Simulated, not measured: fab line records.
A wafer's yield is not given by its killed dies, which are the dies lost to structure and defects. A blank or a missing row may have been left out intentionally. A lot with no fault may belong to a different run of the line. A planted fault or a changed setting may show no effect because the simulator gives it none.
Problem report, 8D (eight disciplines) form, completed by code -- flow n5_finfet -- the parts of the form that need people (team, actions taken, sign-off) are left out

1. THE ISSUE
M10_ILD_THK at N5_BEOL_M10_THK_MEAS_01 reads a mean of 198 nm on 1 wafer of 1 lot; wafers without a fault read 269 nm with a standard deviation of 3.8. Measured from the usual mean, that is -19 standard deviations.
The first sign was on wafer L744.3 at day 13 15:06, on film_metro-02. The record has a number at this step for 27 wafers belonging to 9 lots. The rule behind "out" and "out of limits": a value lying over 4 standard deviations away from the usual mean. All remaining wafers that have a number are taken as sound.

2. WHAT THIS IS AND IS NOT
question,is,is not
which readings at this step,M10_ILD_THK,-
which lots,L744,"L733, L734, L735, L741, L748, L750, L754, L755"
which wafers of those lots,L744.3,"L744.1, L744.4"
read on which gauges,film_metro-02,film_metro-01
when,from day 13 15:06,"up to then (14 sound wafers); but 12 sound wafers of L748, L750, L754, L755 came after"

3. SUSPECTS, AND WHAT RULES EACH OUT
Counting: if a tool at a process step up to the reading ran every lot that is out, it stays a suspect. Sound lots after the first of them don't rule it out here, since some wafers of a struck lot are sound.
- the gauge at N5_BEOL_M10_THK_MEAS_01 is ruled out. All the wafers that are out were read on film_metro-02, but those of them that N5_PASSIVATION_PROBE_49 has rows for are out there too, on other tools.
- rie_diel-01 at N5_BEOL_M9_STRIP_67 (strips in CF4): kept. It ran the lot that is out, L744 (day 13 09:48).
- pecvd-01 at N5_BEOL_M10_ILD_DEP_00 (deposits SiCOH lowk from DEMS/porogen, target thk 308.51 nm, time 58 s): kept. It processed L744, the lot that is out, at day 13 14:31, and its most recent sound lot before then was L741 at day 12 03:16.
- rie_diel-01, N5_BEOL_M9_STRIP_67: wafers that are out in chamber 0, sound lot-mates in chambers 1, 3.
- pecvd-01, N5_BEOL_M10_ILD_DEP_00: wafers that are out in chamber 0, sound lot-mates in chambers 1, 2.
Remaining after the count are rie_diel-01 at N5_BEOL_M9_STRIP_67 and pecvd-01 at N5_BEOL_M10_ILD_DEP_00.

4. THE CAUSE (what the simulator had put in)
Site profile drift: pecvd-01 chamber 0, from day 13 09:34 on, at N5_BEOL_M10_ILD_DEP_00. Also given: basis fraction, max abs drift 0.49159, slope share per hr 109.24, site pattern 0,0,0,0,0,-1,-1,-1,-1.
Counting left 2 suspects, and this tool is among them.

5. SEQUENCE OF EFFECTS, ordered by route
Rows list readings where the struck wafers' mean (over those with a number) sits beyond 3 standard deviations from the usual. Only readings whose record carries a usual standard deviation are examined. hours: median over the lots of the time between each lot's start at the first step of this table that gives one and its start at this step. sigmas: the change, counted in usual standard deviations.
hours,step,reading,usual,on struck wafers,change,sigmas
0,N5_BEOL_M10_THK_MEAS_01,M10_ILD_THK,269 nm,198,-71,-19
65,N5_PASSIVATION_PROBE_49,defect_limited_yield,91.6 %,51.4,-40.2,-34
65,N5_PASSIVATION_PROBE_49,killed_at_M4_up,13,487,+474,+91
65,N5_PASSIVATION_PROBE_49,killed_dies,99,573,+474,+32
65,N5_PASSIVATION_PROBE_49,killed_on_rim,13,152,+139,+39
65,N5_PASSIVATION_PROBE_49,sort_n_pass,1081,607,-474,-32
65,N5_PASSIVATION_PROBE_49,sort_yield_pct,91.6 %,51.4,-40.2,-34
It contains these process steps:
- N5_PASSIVATION_PROBE_49

6. WHAT WOULD HAVE CAUGHT IT SOONER
In this record the first reading out of limits at a measuring or inspecting step was taken at day 13 15:06, 6 hours after the fault began at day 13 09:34.
An alarm limit of 4 standard deviations would not have fired on the tool readings at N5_BEOL_M10_ILD_DEP_00 for which the record gives a usual standard deviation, since none of them was out on any struck wafer.
The start of N5_BEOL_M10_ILD_DEP_00 on pecvd-01 came by day 13 15:06 for every one of the lots that are out (1). Had the tool been put on hold then, not one of them would have been saved.
